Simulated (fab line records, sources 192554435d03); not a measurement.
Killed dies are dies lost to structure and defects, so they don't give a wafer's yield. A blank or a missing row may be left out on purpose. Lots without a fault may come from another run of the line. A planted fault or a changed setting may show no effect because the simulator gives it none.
Split-lot experiment | flow n5_finfet | 7 lots, 21 wafers read, on a route of 1938 steps

THE SPLIT
At N5_BEOL_M10_COAT_64 (time 60 s, resist thk 30 nm), the setting spin_rpm was moved away from the recipe's 1500 rpm on 7 of the 21 wafers read, by -7.3% to +9.6%. The other wafers ran this setting at the recipe's value.

FROM THE SPLIT TO THE READING: what the file shows between them, 4 steps
- N5_BEOL_M10_COAT_22: resist thk 90 nm
- N5_BEOL_M10_EBR_24
- N5_BEOL_M10_DESCUM_33: chemistry O2, time 7.9 s
- N5_BEOL_M10_ETCH_65: etches SiARC in CF4, target depth 39 nm, time 65 s

THE READING
SiARC_of_BEOL_M10_COAT_64.thk_nm (the simulator's own value, which no gauge read), in nm, at N5_BEOL_M10_ETCH_66 (etches SOC in N2/H2, target depth 120 nm, overetch 24 nm, time 180 s). The file gives no usual value for it. The 14 wafers here that ran the recipe average 22.8 nm, standard deviation 0.11 nm.

wafer  | tool, chamber at the split | spin_rpm as run, rpm | against the recipe | SiARC_of_BEOL_M10_COAT_64.thk_nm, nm | against lot-mates on the recipe
L076.1 | litho_track-05, 0          | 1391                 | -7.3%              | 24                                   | +1.1
L076.3 | litho_track-05, 0          | 1500                 | recipe             | 23                                   | -
L076.5 | litho_track-05, 0          | 1500                 | recipe             | 22.8                                 | -
L077.1 | litho_track-01, 0          | 1413                 | -5.8%              | 23.6                                 | no lot-mate on the recipe
L077.2 | litho_track-01, 0          | 1413                 | -5.8%              | 24                                   | no lot-mate on the recipe
L077.4 | litho_track-01, 0          | 1413                 | -5.8%              | 23.8                                 | no lot-mate on the recipe
L081.2 | litho_track-05, 0          | 1500                 | recipe             | 22.6                                 | -
L081.3 | litho_track-05, 0          | 1500                 | recipe             | 22.8                                 | -
L081.5 | litho_track-05, 0          | 1500                 | recipe             | 22.8                                 | -
L086.4 | litho_track-01, 0          | 1500                 | recipe             | 22.8                                 | -
L086.5 | litho_track-01, 0          | 1500                 | recipe             | 22.8                                 | -
L086.6 | litho_track-01, 0          | 1500                 | recipe             | 22.8                                 | -
L092.1 | litho_track-03, 0          | 1500                 | recipe             | 22.6                                 | -
L092.6 | litho_track-03, 0          | 1500                 | recipe             | 22.6                                 | -
L092.3 | litho_track-03, 0          | 1644                 | +9.6%              | 21.4                                 | -1.2
L094.1 | litho_track-05, 0          | 1611                 | +7.4%              | 21.6                                 | -1.0
L094.6 | litho_track-05, 0          | 1611                 | +7.4%              | 21.6                                 | -1.0
L094.5 | litho_track-05, 0          | 1500                 | recipe             | 22.6                                 | -
L096.1 | litho_track-03, 0          | 1500                 | recipe             | 22.8                                 | -
L096.5 | litho_track-03, 0          | 1500                 | recipe             | 22.8                                 | -
L096.6 | litho_track-03, 0          | 1500                 | recipe             | 22.8                                 | -

THE FIT
A straight line over all 21 wafers: SiARC_of_BEOL_M10_COAT_64.thk_nm changes by -0.161 nm for each +1% of spin_rpm; r = -0.98; the points scatter about the line by 0.13 nm.
The same after taking each lot's own level away (the mean of its wafers on the recipe; 18 wafers): -0.136 nm for each +1%; r = -0.99; scatter 0.065 nm.
On that fit, the largest move of spin_rpm shifts the reading by 1.3 nm.
The lots' own levels span 22.60 to 22.90 nm, that is 2.7 times the standard deviation above.
So the lot-to-lot level changes the slope: the two fits differ.
Check: with one of the wafers moved furthest among these (+9.6%) left out of the fit, the line predicts -1.34 nm for it against its lot-mates. It came out at -1.2 nm against them.

OTHER SPLITS ON THESE WAFERS
These wafers also went through other splits before the reading. Each is held against what the fit with the lots' levels taken away leaves over:
other split on the same wafers | wafers away from the commonest value | r with SiARC_of_BEOL_M10_COAT_64.thk_nm (lot level and that fit taken away)
N5_BEOL_M8_PECVD_70 temp_c     | 5                                    | +0.22
N5_BEOL_M10_ETCH_62 time_s     | 6                                    | +0.10

THE WHOLE CHAIN: every reading that the file lists as answering this split, in the file's order
step                | what it does                                                         | reading                                                                             | change (the file's fit)               | r (the file's)
N5_BEOL_M10_COAT_64 | time 60 s, resist thk 30 nm                                          | SiARC_of_BEOL_M10_COAT_64.thk_nm (the simulator's own value, which no gauge read)   | -0.148 nm for each +1% of the setting | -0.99
N5_BEOL_M10_ETCH_65 | etches SiARC in CF4, target depth 39 nm, time 65 s                   | CAR-ArF_of_BEOL_M10_COAT_22.thk_nm (the simulator's own value, which no gauge read) | +0.136 nm for each +1% of the setting | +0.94
N5_BEOL_M10_ETCH_65 | etches SiARC in CF4, target depth 39 nm, time 65 s                   | etch.depth_nm (the simulator's own value, which no gauge read)                      | -0.145 nm for each +1% of the setting | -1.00
N5_BEOL_M10_ETCH_66 | etches SOC in N2/H2, target depth 120 nm, overetch 24 nm, time 180 s | SiARC_of_BEOL_M10_COAT_64.thk_nm (the simulator's own value, which no gauge read)   | -0.135 nm for each +1% of the setting | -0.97

THE FILE'S OWN FIT
SiARC_of_BEOL_M10_COAT_64.thk_nm changes by -0.135 nm for each +1% of spin_rpm, r = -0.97.
